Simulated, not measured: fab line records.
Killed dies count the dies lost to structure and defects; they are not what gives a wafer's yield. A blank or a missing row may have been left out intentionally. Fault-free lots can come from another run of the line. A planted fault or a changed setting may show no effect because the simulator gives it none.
A lot that was struck, set against a sound lot / flow n5_finfet / 13 steps out of a route of 1938
Sound: these wafers, L977.1, L977.2, L977.5. Struck: wafers L980.2, L980.3 (left out: L980.5, a lot-mate that was not struck); the cause follows at the end.
For every step that has rows: the tool of each side, followed by ch and its chambers, followed by its first start. Under that, the readings that differ: sound wafers / struck wafers / difference of the means / sigmas: that difference in standard deviations of wafers without a fault.
alike: a reading whose means differ by less than 2 such deviations, as well as words and numbers matching on both sides. not compared: withheld readings; readings where some wafer has no value; bounds like >300 that might hide an equal value; numbers whose values overlap and for which the record gives no deviation.
A row with sigmas, a row that says differs or no value, or rows on one side alone: a step with any of these is where the two part. Numbers that don't overlap but have no deviation are shown without sigmas and don't part them. Lack of a reading on every wafer of one side parts them only where that side has two or more wafers.

first, 1 step without rows for these wafers: N5_BEOL_M15_STRIP_36 (strips in O2).
N5_BEOL_M15_STRIP_62: strips in O2.
  sound on rie_diel-01 ch 0,3; struck on rie_diel-03 ch 0,1
  alike: drypump_motor_current_A, oes_product_au, rf_vpp_V, showerhead_plenum_p_Torr, throttle_valve_pct
  not compared: rf_hours_counter_h
N5_BEOL_M15_STRIP_37: strips in O2.
  sound on rie_diel-01 ch 0,3; struck on rie_diel-03 ch 0,1
  alike: drypump_motor_current_A, oes_product_au, rf_vpp_V, showerhead_plenum_p_Torr, throttle_valve_pct
  not compared: rf_hours_counter_h
then, 3 steps without rows for these wafers: N5_BEOL_M15_ETCH_38 (etches SiCN in CF4/N2, target depth 106.4 nm, time 120.5 s); N5_BEOL_M15_PRECLEAN_39 (cleans in residue remover, time 60 s); N5_BEOL_M15_SRD_40 (time 30 s, dry time 30 s).
N5_BEOL_M15_DEGAS_41: time 60 s.
  sound on pvd_sputter-03 at day 12 07:45; struck on pvd_sputter-02 at day 13 03:48
  alike: heater_power_w
then, 2 steps without rows for these wafers: N5_BEOL_M15_PRE_CLEAN_42 (time 30 s); N5_BEOL_M15_SPUTTER_43 (material TaN, target thk 15 nm, time 24.19 s).
N5_BEOL_M15_SPUTTER_44: material Ta, target thk 15 nm, time 24.19 s.
  sound on pvd_sputter-03 at day 12 07:55; struck on pvd_sputter-02 at day 13 03:58
  alike: throttle_valve_pct
then, 1 step without rows for these wafers: N5_BEOL_M15_SPUTTER_45 (material Cu, target thk 100 nm, time 16.67 s).
N5_BEOL_M15_ECD_47: material Cu, target thk 1860 nm.
  sound on ecd_cu-01 ch 0,1, day 12 08:07; struck on ecd_cu-01 ch 0, day 13 04:10
reading=model.Cu_of_BEOL_M15_ECD_47.thk_nm (nm); sound=1858 1855 1843; struck=2426 2416; difference=+569; sigmas=
N5_BEOL_M15_ANNEAL_48: time 90 s.
  sound on rtp_anneal-01 ch 0, day 12 08:21; struck on rtp_anneal-02 ch 0, day 13 04:26
  alike: wafer_temp_C_max

## WHERE THEY PART
Nowhere in this record.

WHY: the cause the simulator had injected
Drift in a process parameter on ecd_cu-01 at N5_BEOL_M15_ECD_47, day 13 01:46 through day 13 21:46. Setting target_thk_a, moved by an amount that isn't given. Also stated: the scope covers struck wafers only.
